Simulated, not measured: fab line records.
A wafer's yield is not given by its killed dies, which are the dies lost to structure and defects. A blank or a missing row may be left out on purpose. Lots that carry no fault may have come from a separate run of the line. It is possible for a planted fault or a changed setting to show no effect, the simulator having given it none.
A struck lot beside a sound one | flow n5Finfet | 39 steps out of a route of 1938
Sound: these wafers, L964.2, L964.4, L964.5. Struck: wafer L952.3 (L952.2, L952.4, from the same lot, were not struck and are left out); the cause is given at the end.
Per side, at each step with rows, come the tool, then ch with its chambers, and then its first start. Under that, the readings that differ: sound wafers | struck wafers | difference of the means | sigmas: that difference in standard deviations of wafers without a fault.
alike: words and numbers the same on both sides, and readings whose means are apart by under 2 such deviations; not compared: readings that were withheld, readings missing a value for some wafer, numbers with overlapping values and no deviation given by the record, and bounds like >300 which may hide the same value.
The two part at a step that has a row with sigmas, a row that says differs or no value, or rows on one side only. Numbers that don't overlap but have no deviation are shown without sigmas and don't part them. A reading that every wafer of one side lacks parts them only if that side has two wafers or more.

first, 12 steps without rows for these wafers: N5_BEOL_M1_ANNEAL_87 (time 240 s); N5_BEOL_M1_SPUTTER_88 (material Cu, target thk 4.5 nm, time 8.29 s); N5_BEOL_M1_ANNEAL_89 (time 240 s); N5_BEOL_M1_SPUTTER_90 (material Cu, target thk 4.5 nm, time 8.29 s); N5_BEOL_M1_ANNEAL_91 (time 240 s); N5_BEOL_M1_SPUTTER_92 (material Cu, target thk 4.5 nm, time 8.29 s); N5_BEOL_M1_ANNEAL_93 (time 240 s); N5_BEOL_M1_SPUTTER_94 (material Cu, target thk 4.5 nm, time 8.29 s); N5_BEOL_M1_ANNEAL_95 (time 240 s); N5_BEOL_M1_SPUTTER_96 (material Cu, target thk 4.5 nm, time 8.29 s); N5_BEOL_M1_ECD_50 (material Cu, target thk 300 nm); N5_BEOL_M1_ANNEAL_51 (time 90 s).
N5_BEOL_M1_CMP_52: polishes, stops on SiOC, t overpolish 6.8 s, target thk 40 nm.
  sound on cmp-04 ch 0,2,3, day 11 02:05; struck on cmp-03 ch 1, day 7 23:50
reading                   | sound             | struck | difference | sigmas
barrierFieldEndpointS (s) | 24.2 25.9 24.7    | 41.2   | +16.3      | +24
overpolishRunS (s)        | 6.799 6.807 6.787 | 0.035  | -6.763     | -99 or more
timeToEndpointS (s)       | 63 67 64          | 81     | +16        | +5
  alike: clearingPlatenRpm, motorCurrentA
N5_BEOL_M1_THK_MEAS_53: measures by xrf.
  sound: filmMetro-01 at day 11 02:18; struck: filmMetro-02 at day 8 00:08
reading     | sound          | struck | difference | sigmas
M1_THK (nm) | 36.2 39.2 38.4 | 145.3  | +107.4     | +67
then, 4 steps without rows for these wafers: N5_BEOL_M1_PRE_CLEAN_60 (time 15 s); N5_BEOL_M1_CO_CAP_55 (material Co, precursor CCTBA/H2, target thk 2 nm, time 102.1 s); N5_BEOL_M1_PRE_CLEAN_56 (time 15 s); N5_BEOL_M1_DEP_57 (deposits SiCN from 3MS/NH3, target thk 8 nm, time 14 s).
N5_BEOL_M1_INSPECT_59: inspects for defects (darkfield).
  sound: defectInspect-01 at day 11 02:37; struck: defectInspect-01 at day 8 00:25
reading        | sound     | struck | difference | sigmas
rawDefectCount | 72 108 95 | 1521   | +1429      | +65
then, 18 steps without rows for these wafers: N5_BEOL_M2_ILD_DEP_00 (deposits SiOC from DEMS/O2, target thk 79 nm, time 15.3 s); N5_BEOL_M2_PECVD_72 (deposits SiO2 from TEOS/O2, target thk 16 nm, time 18 s); N5_BEOL_M2_HM_DEP_02 (deposits TiN, target thk 20 nm); N5_BEOL_M2_COAT_61 (time 60 s, resist thk 60 nm); N5_BEOL_M2_COAT_62 (time 60 s, resist thk 12 nm); N5_BEOL_M2_COAT_73 (time 60 s, resist thk 5 nm); N5_BEOL_M2_COAT_05 (resist thk 30 nm); N5_BEOL_M2_EBR_07; N5_BEOL_M2_SOFTBAKE_06 (time 60 s); N5_BEOL_M2_EXPOSE_08 (exposes mask M2); N5_BEOL_M2_PEB_09 (peb time 60 s); N5_BEOL_M2_DEVELOP_10 (develop time 30 s); N5_BEOL_M2_DESCUM_16 (chemistry O2, time 7 s); N5_BEOL_M2_ETCH_74 (etches underlayer in N2/H2, target depth 6.5 nm, time 5.2 s); N5_BEOL_M2_ETCH_63 (etches SiARC in CF4, target depth 15.6 nm, time 26 s); N5_BEOL_M2_ETCH_64 (etches SOC in N2/H2, target depth 75 nm, overetch 22.5 nm, time 121.9 s); N5_BEOL_M2_STRIP_65 (strips in N2/H2); N5_BEOL_M2_STRIP_75 (strips in N2/H2).
N5_BEOL_M4_RC_MEAS_101:
  the record has rows for the sound wafers here (prober-01 ch 0, day 12 10:13) and none for the struck ones
-- a jump in the record: the struck wafers' starts before and after are 6 days apart (it breaks off in module BEOL_M4 and resumes in module PASSIVATION, where the first step shown is number 1936 of the route) --
N5_PASSIVATION_PROBE_49:
  record: rows for the struck wafers here (prober-01, day 13 23:33), none for the sound ones

WHERE THEY PART
Earliest at N5_BEOL_M1_CMP_52; latest, in this record, at N5_PASSIVATION_PROBE_49.

WHY: what had been put in by the simulator
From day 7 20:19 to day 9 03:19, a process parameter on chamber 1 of cmp-03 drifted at N5_BEOL_M1_CMP_52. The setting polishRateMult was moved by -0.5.
